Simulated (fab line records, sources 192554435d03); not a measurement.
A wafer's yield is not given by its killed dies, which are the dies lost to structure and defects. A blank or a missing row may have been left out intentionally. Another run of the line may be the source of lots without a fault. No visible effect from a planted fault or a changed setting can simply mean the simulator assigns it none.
Which of the tools did it?    flow n5Finfet    Sampling: 9 lots, 27 wafers, 5 of 1938 route steps

WHAT THE GAUGES READ, wafer by wafer
N5_BEOL_M4_RC_MEAS_101.
lot   measured      on         DIBL_N (mV/V)
L253  day 9 18:37   prober-02  36.3 34.5 35.9
L255  day 10 00:52  prober-01  37.5 37.3 39.3
L259  day 10 08:15  prober-02  35.1 35.5 36.0
L260  day 11 07:54  prober-02  36.4 34.4 34.4
L261  day 12 02:34  prober-01  37.4 38.1 38.0
L262  day 12 18:58  prober-02  35.2 35.2 36.1
L263  day 12 23:57  prober-02  36.9 36.4 35.2
L269  day 15 02:28  prober-02  36.9 39.5 38.2
L270  day 15 02:38  prober-01  38.0 35.9 35.7

WHICH TOOL RAN EACH LOT (tool, then ch and the chambers of the sampled wafers, then the start)
lot   N5_BEOL_M3_ETCH_69                 N5_BEOL_M3_ETCHBACK_99             N5_BEOL_M3_PRE_CLEAN_45      N5_BEOL_M3_SPUTTER_48
L253  rieDiel-02 ch 0,2,3, day 8 09:34   rieDiel-04 ch 2,3, day 8 12:57     pvdSputter-02, day 8 13:35   pvdSputter-03, day 8 15:43
L255  rieDiel-02 ch 0,1,2, day 8 12:56   rieDiel-01 ch 0,2, day 9 06:20     pvdSputter-02, day 9 07:14   pvdSputter-02, day 9 08:05
L259  rieDiel-02 ch 1,2,3, day 9 00:22   rieDiel-02 ch 0,2, day 9 16:40     pvdSputter-03, day 9 17:37   pvdSputter-03, day 9 19:50
L260  rieDiel-02 ch 1,2, day 9 10:15     rieDiel-02 ch 2,3, day 10 08:46    pvdSputter-01, day 10 09:44  pvdSputter-01, day 10 10:35
L261  rieDiel-04 ch 0,1,3, day 9 23:31   rieDiel-04 ch 0,1,2, day 10 20:04  pvdSputter-03, day 10 20:46  pvdSputter-03, day 10 23:00
L262  rieDiel-04 ch 0,1, day 10 04:04    rieDiel-04 ch 2,3, day 11 04:08    pvdSputter-01, day 11 04:46  pvdSputter-03, day 11 05:48
L263  rieDiel-04 ch 0,2,3, day 10 15:05  rieDiel-01 ch 0,1,2, day 11 06:56  pvdSputter-01, day 11 07:53  pvdSputter-01, day 11 08:29
L269  rieDiel-04 ch 2,3, day 13 04:05    rieDiel-01 ch 0,2, day 13 14:08    pvdSputter-01, day 13 15:04  pvdSputter-01, day 13 15:47
L270  rieDiel-02 ch 0,3, day 13 04:53    rieDiel-02 ch 0,3, day 13 18:52    pvdSputter-03, day 13 19:51  pvdSputter-03, day 13 20:33
- N5_BEOL_M3_ETCH_69: etches SiARC in CF4, target depth 15.6 nm, time 26 s.
- N5_BEOL_M3_ETCHBACK_99: etches SiO2 in CHF3, target depth 5 nm, time 10.4 s.
- N5_BEOL_M3_PRE_CLEAN_45: time 30 s.
- N5_BEOL_M3_SPUTTER_48: material Cu, target thk 4.5 nm, time 8.29 s.

THE ANSWER, worked out from the rows above alone
Rule: the usual values come from the lots themselves. Put in order of their means at a reading, lots are off if they are a third of the lots or fewer, leave a main group of 4 or more, and stand apart from it by a gap of 3 or more times the standard deviation of the main group's means; of several such gaps the widest counts. A main group whose means are all the same, to the digits that the tables above print for the reading, isn't used. Also off: a lot with no number at a reading for which 4 or more lots have one. Where the step has rows for the other lots, those lots are counted as sound.
Across all readings shown, no lot is off: no conclusion can be drawn from this.

WHAT THE SIMULATOR PUT IN
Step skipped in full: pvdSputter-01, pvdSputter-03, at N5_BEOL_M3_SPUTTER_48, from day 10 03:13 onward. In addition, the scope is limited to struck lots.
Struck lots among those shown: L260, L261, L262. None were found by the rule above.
